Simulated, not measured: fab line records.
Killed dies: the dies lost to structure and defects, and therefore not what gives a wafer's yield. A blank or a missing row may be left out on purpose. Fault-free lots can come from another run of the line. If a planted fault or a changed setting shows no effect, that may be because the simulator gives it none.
Chamber matching :: flow n5 finfet :: N5_GATE_CUT_STRIP_42 on rie diel-06: 4 sister chambers
The step strips in O2. 4 wafers are shown with their chamber, then 10 later ones without.

## WAFERS WITH THEIR CHAMBER
wafer: L086.1
chamber: 3
drypump motor current A (A): 5.2

wafer: L086.2
chamber: 1
drypump motor current A (A): 5.5

wafer: L088.1
chamber: 0
drypump motor current A (A): 5.6

wafer: L088.3
chamber: 2
drypump motor current A (A): 6.2

## WAFERS WHOSE CHAMBER IS MISSING
wafer: L088.4
drypump motor current A (A): 5.5

wafer: L089.1
drypump motor current A (A): 5.3

wafer: L089.3
drypump motor current A (A): 5.5

wafer: L089.6
drypump motor current A (A): 5.2

wafer: L094.1
drypump motor current A (A): 5.2

wafer: L094.2
drypump motor current A (A): 5.5

wafer: L094.5
drypump motor current A (A): 5.6

wafer: L095.2
drypump motor current A (A): 5.6

wafer: L095.3
drypump motor current A (A): 5.2

wafer: L095.4
drypump motor current A (A): 5.5

## WHICH CHAMBER EACH ONE RAN IN
wafer: L088.4
from the rows above: 1
in truth: 1

wafer: L089.1
from the rows above: 3
in truth: 3

wafer: L089.3
from the rows above: 1
in truth: 1

wafer: L089.6
from the rows above: 3
in truth: 3

wafer: L094.1
from the rows above: 3
in truth: 3

wafer: L094.2
from the rows above: 1
in truth: 1

wafer: L094.5
from the rows above: 0
in truth: 0

wafer: L095.2
from the rows above: 0
in truth: 0

wafer: L095.3
from the rows above: 3
in truth: 3

wafer: L095.4
from the rows above: 1
in truth: 1
Placed correctly: 10 of 10. Left unplaced by these rows: 0. Wrongly placed: 0.
How it was worked out, from the rows above alone: a wafer's distance from a chamber is the root of the sum, over the readings, of the square of ((its reading less the chamber's mean) divided by the reading's scatter). If the next closest chamber is less than 2 further off than the closest, the wafer can't be placed; otherwise it belongs to the closest. The mean given for a chamber averages the wafers shown for that chamber. The scatter (one wafer shown for each chamber): square how far every hidden wafer sits from the nearest shown wafer, average those squares and take the square root.
